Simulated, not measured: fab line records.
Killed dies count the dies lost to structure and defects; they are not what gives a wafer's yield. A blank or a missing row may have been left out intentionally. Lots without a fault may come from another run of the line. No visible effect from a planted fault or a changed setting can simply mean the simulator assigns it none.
Which tool is to blame? | flow nand harc | Sampling: 24 lots, 72 wafers, 6 of 1302 route steps

## WHAT THE GAUGES READ, wafer by wafer
NHARC_A_CONTACT_CD_MEAS_15. Usual: cd nm 190.0 nm, standard deviation 0.59.
lot  | measured     | on        | cd nm (nm)        | flag
L074 | day 22 05:13 | cd sem-02 | 190.1 189.5 190.5 |
L075 | day 22 18:23 | cd sem-02 | 189.9 189.9 190.4 |
L076 | day 22 15:50 | cd sem-02 | 188.8 189.1 189.1 |
L077 | day 23 07:13 | cd sem-03 | 190.7 190.6 189.9 |
L079 | day 23 20:31 | cd sem-01 | 190.0 190.0 190.0 |
L078 | day 23 21:04 | cd sem-02 | 189.6 190.1 189.8 |
L080 | day 25 07:49 | cd sem-02 | 189.7 189.9 190.0 |
L081 | day 25 20:35 | cd sem-03 | 190.5 190.3 190.5 |
L083 | day 25 11:37 | cd sem-01 | 190.2 189.5 189.9 |
L082 | day 26 03:01 | cd sem-01 | 188.8 189.0 188.7 |
L085 | day 26 01:19 | cd sem-03 | 190.5 190.9 190.6 |
L084 | day 26 03:10 | cd sem-03 | 190.7 190.9 190.6 |
L086 | day 26 07:41 | cd sem-01 | 190.0 190.1 190.3 |
L089 | day 28 14:07 | cd sem-01 | 189.7 190.0 189.9 |
L087 | day 28 16:51 | cd sem-01 | 190.2 190.6 189.9 |
L088 | day 29 02:08 | cd sem-01 | 190.5 191.1 190.8 |
L090 | day 29 08:38 | cd sem-03 | 189.8 189.6 190.0 |
L093 | day 29 14:23 | cd sem-02 | 190.7 190.9 190.5 |
L091 | day 29 15:31 | cd sem-01 | 190.7 190.8 190.6 |
L092 | day 30 08:35 | cd sem-01 | 189.2 190.0 189.0 |
L094 | day 30 14:09 | cd sem-01 | 189.7 189.8 190.3 |
L095 | day 30 23:11 | cd sem-03 | 189.1 188.8 188.4 |
L097 | day 31 20:53 | cd sem-03 | 190.0 190.3 189.7 |
L096 | day 33 08:18 | cd sem-03 | 189.3 190.7 190.4 |

## WHICH TOOL RAN EACH LOT (tool, then ch and the chambers of the sampled wafers, then the start)
lot  | NHARC_A_SLIT_DEP_00           | NHARC_A_WL_FILL_ALD_00           | NHARC_A_CONTACT_DESCUM_74          | NHARC_A_CONTACT_ETCH_75            | NHARC_A_CONTACT_ETCH_138
L074 | acl dep-01 ch 0, day 19 11:26 | ald hk-02 ch 1,2, day 20 03:44   | rie diel-07 ch 0,1, day 21 16:38   | rie diel-07 ch 0,1,3, day 21 16:44 | har cap etch-03 ch 0,1, day 22 04:07
L075 | acl dep-03 ch 0, day 20 00:21 | ald hk-03 ch 1,2,3, day 20 20:11 | rie diel-07 ch 0,1,3, day 22 07:29 | rie diel-07 ch 0,1,2, day 22 07:35 | har cap etch-02 ch 0,1, day 22 17:20
L076 | acl dep-02 ch 0, day 20 00:28 | ald hk-03 ch 1,3, day 20 17:47   | rie diel-12 ch 2,3, day 22 04:49   | rie diel-12 ch 0,1,2, day 22 04:55 | har cap etch-01 ch 0,1, day 22 14:50
L077 | acl dep-03 ch 0, day 20 13:28 | ald hk-02 ch 0,1,3, day 21 07:10 | rie diel-07 ch 0,3, day 22 18:25   | rie diel-07 ch 0,1,3, day 22 18:32 | har cap etch-03 ch 0,1, day 23 06:12
L079 | acl dep-02 ch 0, day 21 05:32 | ald hk-02 ch 1,3, day 21 23:15   | rie diel-07 ch 0,1,2, day 23 09:34 | rie diel-07 ch 0,2,3, day 23 09:40 | har cap etch-03 ch 0,1, day 23 19:30
L078 | acl dep-01 ch 0, day 21 06:22 | ald hk-03 ch 0,1,2, day 21 23:15 | rie diel-12 ch 0,2,3, day 23 09:50 | rie diel-12 ch 2,3, day 23 09:59   | har cap etch-01 ch 0,1, day 23 20:04
L080 | acl dep-02 ch 0, day 22 04:32 | ald hk-02 ch 0,2,3, day 22 22:13 | rie diel-12 ch 1,2,3, day 24 17:08 | rie diel-12 ch 0,2,3, day 24 17:24 | har cap etch-02 ch 0,1, day 25 06:46
L081 | acl dep-01 ch 0, day 22 14:06 | ald hk-03 ch 0,2,3, day 23 09:51 | rie diel-07 ch 1,2, day 25 06:18   | rie diel-07 ch 0,3, day 25 06:23   | har cap etch-02 ch 0,1, day 25 19:35
L083 | acl dep-02 ch 0, day 22 21:08 | ald hk-03 ch 0,1,3, day 23 14:14 | rie diel-11 ch 0,1,3, day 24 22:47 | rie diel-11 ch 0,3, day 24 23:00   | har cap etch-03 ch 0,1, day 25 10:33
L082 | acl dep-03 ch 0, day 22 22:41 | ald hk-02 ch 0,2,3, day 23 18:01 | rie diel-07 ch 1,2, day 25 13:38   | rie diel-07 ch 0,3, day 25 13:43   | har cap etch-02 ch 0,1, day 26 01:53
L085 | acl dep-01 ch 0, day 23 09:33 | ald hk-03 ch 0,1,3, day 24 02:26 | rie diel-07 ch 0,1,2, day 25 11:22 | rie diel-07 ch 0,2,3, day 25 11:27 | har cap etch-01 ch 0,1, day 26 00:18
L084 | acl dep-03 ch 0, day 23 09:35 | ald hk-02 ch 0,1,2, day 24 04:37 | rie diel-12 ch 0,1,3, day 25 14:34 | rie diel-12 ch 1,2,3, day 25 14:38 | har cap etch-03 ch 0,1, day 26 02:07
L086 | acl dep-02 ch 0, day 23 11:18 | ald hk-02 ch 0,1,2, day 24 04:49 | rie diel-11 ch 1,3, day 25 20:24   | rie diel-11 ch 1,2,3, day 25 20:29 | har cap etch-01 ch 0,1, day 26 06:38
L089 | acl dep-03 ch 0, day 25 12:49 | ald hk-02 ch 0,1,2, day 26 06:48 | rie diel-11 ch 0,3, day 27 23:13   | rie diel-11 ch 1,2,3, day 27 23:19 | har cap etch-03 ch 0,1, day 28 13:05
L087 | acl dep-01 ch 0, day 25 13:37 | ald hk-03 ch 0,1,3, day 26 09:13 | rie diel-11 ch 0,1,2, day 28 01:32 | rie diel-11 ch 0,1,2, day 28 01:38 | har cap etch-03 ch 0,1, day 28 15:48
L088 | acl dep-01 ch 0, day 26 03:34 | ald hk-02 ch 0,2,3, day 26 21:47 | rie diel-11 ch 0,1,2, day 28 09:06 | rie diel-11 ch 0,1,3, day 28 09:11 | har cap etch-03 ch 0,1, day 29 01:05
L090 | acl dep-03 ch 0, day 26 03:38 | ald hk-03 ch 0,1,2, day 26 21:30 | rie diel-12 ch 2,3, day 28 14:28   | rie diel-12 ch 1,2,3, day 28 14:41 | har cap etch-03 ch 0,1, day 29 07:28
L093 | acl dep-03 ch 0, day 26 16:18 | ald hk-04 ch 0,2,3, day 27 10:29 | rie diel-07 ch 0,3, day 29 02:19   | rie diel-07 ch 0,1,3, day 29 02:24 | har cap etch-02 ch 0,1, day 29 13:12
L091 | acl dep-01 ch 0, day 26 16:37 | ald hk-04 ch 0,2, day 27 10:20   | rie diel-12 ch 0,1,2, day 29 03:02 | rie diel-12 ch 0,3, day 29 03:06   | har cap etch-03 ch 0,1, day 29 14:17
L092 | acl dep-03 ch 0, day 27 10:07 | ald hk-02 ch 0,2, day 28 03:50   | rie diel-07 ch 1,2,3, day 29 20:20 | rie diel-07 ch 0,2,3, day 29 20:25 | har cap etch-01 ch 0,1, day 30 07:27
L094 | acl dep-02 ch 0, day 27 16:13 | ald hk-03 ch 0,2,3, day 28 09:38 | rie diel-11 ch 1,2,3, day 29 23:56 | rie diel-11 ch 1,3, day 30 00:00   | har cap etch-02 ch 0,1, day 30 13:08
L095 | acl dep-03 ch 0, day 28 01:22 | ald hk-04 ch 1,2, day 28 18:53   | rie diel-07 ch 0,1,3, day 30 09:29 | rie diel-07 ch 1,2,3, day 30 09:34 | har cap etch-01 ch 0,1, day 30 21:20
L097 | acl dep-01 ch 0, day 29 02:31 | ald hk-03 ch 1,2, day 29 18:51   | rie diel-07 ch 2,3, day 31 09:25   | rie diel-07 ch 0,3, day 31 09:30   | har cap etch-01 ch 0,1, day 31 19:46
L096 | acl dep-02 ch 0, day 30 06:15 | ald hk-03 ch 1,2,3, day 31 03:47 | rie diel-07 ch 2,3, day 32 21:06   | rie diel-07 ch 0,1,2, day 32 21:11 | har cap etch-03 ch 0,1, day 33 07:18
- NHARC_A_SLIT_DEP_00: deposits aC, target thk 6200 nm.
- NHARC_A_WL_FILL_ALD_00: deposits Al2O3, target thk 3 nm, pulse time 3 s, ald cycles 30.
- NHARC_A_CONTACT_DESCUM_74: chemistry O2, time 3 s.
- NHARC_A_CONTACT_ETCH_75: etches the open film in CF4, target depth 39 nm, time 65 s.
- NHARC_A_CONTACT_ETCH_138: etches the open film in C4F8/O2/Ar, time 311 s, target depth 1914 nm.

## AS READ BY THE TOOLS THEMSELVES (means over the sampled wafers that have a number; for cases with no such wafer, the mark the record gives instead)
NHARC_A_SLIT_DEP_00. Usual: throttle valve pct 35.000 %, standard deviation 0.0089.
lot  | tool       | throttle valve pct (%) | flag
L074 | acl dep-01 | 35.002                 |
L075 | acl dep-03 | 35.004                 |
L076 | acl dep-02 | 34.999                 |
L077 | acl dep-03 | 34.999                 |
L079 | acl dep-02 | 34.996                 |
L078 | acl dep-01 | 34.999                 |
L080 | acl dep-02 | 34.995                 |
L081 | acl dep-01 | 34.988                 |
L083 | acl dep-02 | 35.003                 |
L082 | acl dep-03 | 35.002                 |
L085 | acl dep-01 | 35.000                 |
L084 | acl dep-03 | 35.003                 |
L086 | acl dep-02 | 34.997                 |
L089 | acl dep-03 | 35.006                 |
L087 | acl dep-01 | 34.989                 |
L088 | acl dep-01 | 35.005                 |
L090 | acl dep-03 | 34.999                 |
L093 | acl dep-03 | 34.997                 |
L091 | acl dep-01 | 34.999                 |
L092 | acl dep-03 | 35.002                 |
L094 | acl dep-02 | 34.999                 |
L095 | acl dep-03 | 35.004                 |
L097 | acl dep-01 | 35.008                 |
L096 | acl dep-02 | 35.002                 |

NHARC_A_WL_FILL_ALD_00. Usual: heater power w 443 W, standard deviation 36; precursor pulse height rel 1.001, standard deviation 0.023.
lot  | tool      | heater power w (W) | precursor pulse height rel | flag
L074 | ald hk-02 | 476                | 1.004                      |
L075 | ald hk-03 | 418                | 0.988                      |
L076 | ald hk-03 | 398                | 1.013                      |
L077 | ald hk-02 | 464                | 1.011                      |
L079 | ald hk-02 | 489                | 0.986                      |
L078 | ald hk-03 | 449                | 0.993                      |
L080 | ald hk-02 | 454                | 1.014                      |
L081 | ald hk-03 | 435                | 0.998                      |
L083 | ald hk-03 | 434                | 1.006                      |
L082 | ald hk-02 | 447                | 0.972                      |
L085 | ald hk-03 | 427                | 1.009                      |
L084 | ald hk-02 | 440                | 1.004                      |
L086 | ald hk-02 | 442                | 0.986                      |
L089 | ald hk-02 | 434                | 1.022                      |
L087 | ald hk-03 | 428                | 0.972                      |
L088 | ald hk-02 | 446                | 1.008                      |
L090 | ald hk-03 | 454                | 0.981                      |
L093 | ald hk-04 | 442                | 1.007                      |
L091 | ald hk-04 | 436                | 1.000                      |
L092 | ald hk-02 | 443                | 0.990                      |
L094 | ald hk-03 | 430                | 0.998                      |
L095 | ald hk-04 | 452                | 0.980                      |
L097 | ald hk-03 | 437                | 1.020                      |
L096 | ald hk-03 | 413                | 1.011                      |

NHARC_A_CONTACT_DESCUM_74. Usual: drypump motor current A 5.8 A, standard deviation 0.43; oes product au 0.999 a.u., standard deviation 0.008; rf vpp V 57.9 V, standard deviation 0.87; showerhead plenum p Torr 1.92 Torr, standard deviation 0.064; throttle valve pct 11.311 %, standard deviation 0.0093.
lot  | tool        | drypump motor current A (A) | oes product au (a.u.) | rf vpp V (V) | showerhead plenum p Torr (Torr) | throttle valve pct (%) | flag
L074 | rie diel-07 | 6.0                         | 0.996                 | 58.7         | 1.93                            | 11.316                 |
L075 | rie diel-07 | 5.9                         | 0.999                 | 58.1         | 1.94                            | 11.316                 |
L076 | rie diel-12 | 5.6                         | 0.989                 | 58.3         | 1.92                            | 11.308                 |
L077 | rie diel-07 | 6.1                         | 1.002                 | 58.1         | 1.88                            | 11.314                 |
L079 | rie diel-07 | 6.1                         | 1.000                 | 58.4         | 1.92                            | 11.303                 |
L078 | rie diel-12 | 5.5                         | 0.988                 | 59.0         | 1.88                            | 11.303                 |
L080 | rie diel-12 | 5.7                         | 0.988                 | 57.7         | 1.91                            | 11.307                 |
L081 | rie diel-07 | 6.0                         | 1.000                 | 57.6         | 1.97                            | 11.315                 |
L083 | rie diel-11 | 5.8                         | 1.001                 | 57.8         | 1.94                            | 11.327                 |
L082 | rie diel-07 | 5.9                         | 0.993                 | 59.5         | 1.97                            | 11.314                 |
L085 | rie diel-07 | 6.1                         | 1.001                 | 58.4         | 1.91                            | 11.314                 |
L084 | rie diel-12 | 5.5                         | 0.996                 | 57.8         | 1.88                            | 11.320                 |
L086 | rie diel-11 | 5.8                         | 0.997                 | 58.0         | 1.94                            | 11.304                 |
L089 | rie diel-11 | 5.4                         | 1.008                 | 58.5         | 1.90                            | 11.309                 |
L087 | rie diel-11 | 6.2                         | 1.004                 | 58.4         | 1.95                            | 11.309                 |
L088 | rie diel-11 | 6.2                         | 1.010                 | 57.0         | 1.95                            | 11.313                 |
L090 | rie diel-12 | 5.6                         | 0.998                 | 58.8         | 1.91                            | 11.307                 |
L093 | rie diel-07 | 6.1                         | 1.003                 | 57.4         | 1.88                            | 11.305                 |
L091 | rie diel-12 | 5.3                         | 1.010                 | 58.0         | 1.91                            | 11.307                 |
L092 | rie diel-07 | 5.9                         | 1.001                 | 57.6         | 1.97                            | 11.305                 |
L094 | rie diel-11 | 5.8                         | 0.998                 | 57.4         | 1.92                            | 11.309                 |
L095 | rie diel-07 | 5.9                         | 1.000                 | 58.1         | 1.93                            | 11.310                 |
L097 | rie diel-07 | 5.9                         | 0.992                 | 57.6         | 1.95                            | 11.301                 |
L096 | rie diel-07 | 5.9                         | 0.993                 | 58.5         | 1.95                            | 11.309                 |

NHARC_A_CONTACT_ETCH_75. Usual: drypump motor current A 5.8 A, standard deviation 0.42; oes product au 0.998 a.u., standard deviation 0.0086; rf vpp V 151.4 V, standard deviation 1.2; showerhead plenum p Torr 1.78 Torr, standard deviation 0.056; throttle valve pct 13.284 %, standard deviation 0.0093.
lot  | tool        | drypump motor current A (A) | oes product au (a.u.) | rf vpp V (V) | showerhead plenum p Torr (Torr) | throttle valve pct (%) | flag
L074 | rie diel-07 | 5.9                         | 1.003                 | 152.0        | 1.79                            | 13.280                 |
L075 | rie diel-07 | 6.1                         | 0.995                 | 151.3        | 1.77                            | 13.278                 |
L076 | rie diel-12 | 5.3                         | 0.997                 | 151.1        | 1.78                            | 13.286                 |
L077 | rie diel-07 | 5.9                         | 1.003                 | 151.5        | 1.79                            | 13.291                 |
L079 | rie diel-07 | 6.0                         | 0.993                 | 152.2        | 1.78                            | 13.277                 |
L078 | rie diel-12 | 5.9                         | 0.991                 | 150.1        | 1.74                            | 13.288                 |
L080 | rie diel-12 | 5.5                         | 0.992                 | 151.1        | 1.74                            | 13.280                 |
L081 | rie diel-07 | 6.1                         | 0.997                 | 150.6        | 1.74                            | 13.282                 |
L083 | rie diel-11 | 5.4                         | 0.992                 | 151.0        | 1.76                            | 13.280                 |
L082 | rie diel-07 | 5.8                         | 0.997                 | 152.6        | 1.80                            | 13.282                 |
L085 | rie diel-07 | 6.0                         | 0.997                 | 151.3        | 1.78                            | 13.286                 |
L084 | rie diel-12 | 5.7                         | 0.990                 | 151.4        | 1.76                            | 13.289                 |
L086 | rie diel-11 | 5.7                         | 1.010                 | 151.4        | 1.79                            | 13.284                 |
L089 | rie diel-11 | 5.8                         | 1.005                 | 152.0        | 1.78                            | 13.284                 |
L087 | rie diel-11 | 6.2                         | 1.011                 | 152.4        | 1.80                            | 13.277                 |
L088 | rie diel-11 | 5.8                         | 1.009                 | 150.4        | 1.78                            | 13.291                 |
L090 | rie diel-12 | 5.7                         | 0.999                 | 150.4        | 1.76                            | 13.283                 |
L093 | rie diel-07 | 5.9                         | 0.996                 | 150.9        | 1.79                            | 13.288                 |
L091 | rie diel-12 | 5.4                         | 0.994                 | 151.0        | 1.70                            | 13.285                 |
L092 | rie diel-07 | 6.0                         | 0.996                 | 151.4        | 1.77                            | 13.289                 |
L094 | rie diel-11 | 5.8                         | 1.002                 | 151.4        | 1.78                            | 13.284                 |
L095 | rie diel-07 | 5.9                         | 0.998                 | 152.0        | 1.82                            | 13.281                 |
L097 | rie diel-07 | 5.8                         | 0.996                 | 151.9        | 1.79                            | 13.277                 |
L096 | rie diel-07 | 6.1                         | 0.985                 | 150.0        | 1.76                            | 13.276                 |

NHARC_A_CONTACT_ETCH_138. Usual: oes air line au 0.999 a.u., standard deviation 0.019.
lot  | tool            | oes air line au (a.u.) | flag
L074 | har cap etch-03 | 1.009                  |
L075 | har cap etch-02 | 0.993                  |
L076 | har cap etch-01 | 0.985                  |
L077 | har cap etch-03 | 0.985                  |
L079 | har cap etch-03 | 1.014                  |
L078 | har cap etch-01 | 0.987                  |
L080 | har cap etch-02 | 1.008                  |
L081 | har cap etch-02 | 1.003                  |
L083 | har cap etch-03 | 1.007                  |
L082 | har cap etch-02 | 0.997                  |
L085 | har cap etch-01 | 1.007                  |
L084 | har cap etch-03 | 1.007                  |
L086 | har cap etch-01 | 1.022                  |
L089 | har cap etch-03 | 0.983                  |
L087 | har cap etch-03 | 0.993                  |
L088 | har cap etch-03 | 0.979                  |
L090 | har cap etch-03 | 1.013                  |
L093 | har cap etch-02 | 1.004                  |
L091 | har cap etch-03 | 1.009                  |
L092 | har cap etch-01 | 1.001                  |
L094 | har cap etch-02 | 1.008                  |
L095 | har cap etch-01 | 0.995                  |
L097 | har cap etch-01 | 0.996                  |
L096 | har cap etch-03 | 0.991                  |

## THE ANSWER, worked out from the rows above alone
Rule: a lot is off if the mean of its wafers that have a number lies more than 3 standard deviations from the usual mean. Also off: a lot with no number at a reading for which 4 or more lots have one. Any other lot the step has rows for is counted as sound. Order of review: gauges by route order, followed by the tools' own readings, for which a lot's mean as printed above is used. At the first step where some lot is off, the reading lying furthest off is the one used; lots without a number count as furthest.
No lot is off on any of the readings shown, so nothing can be concluded from this.

## WHAT THE SIMULATOR HAD INSERTED
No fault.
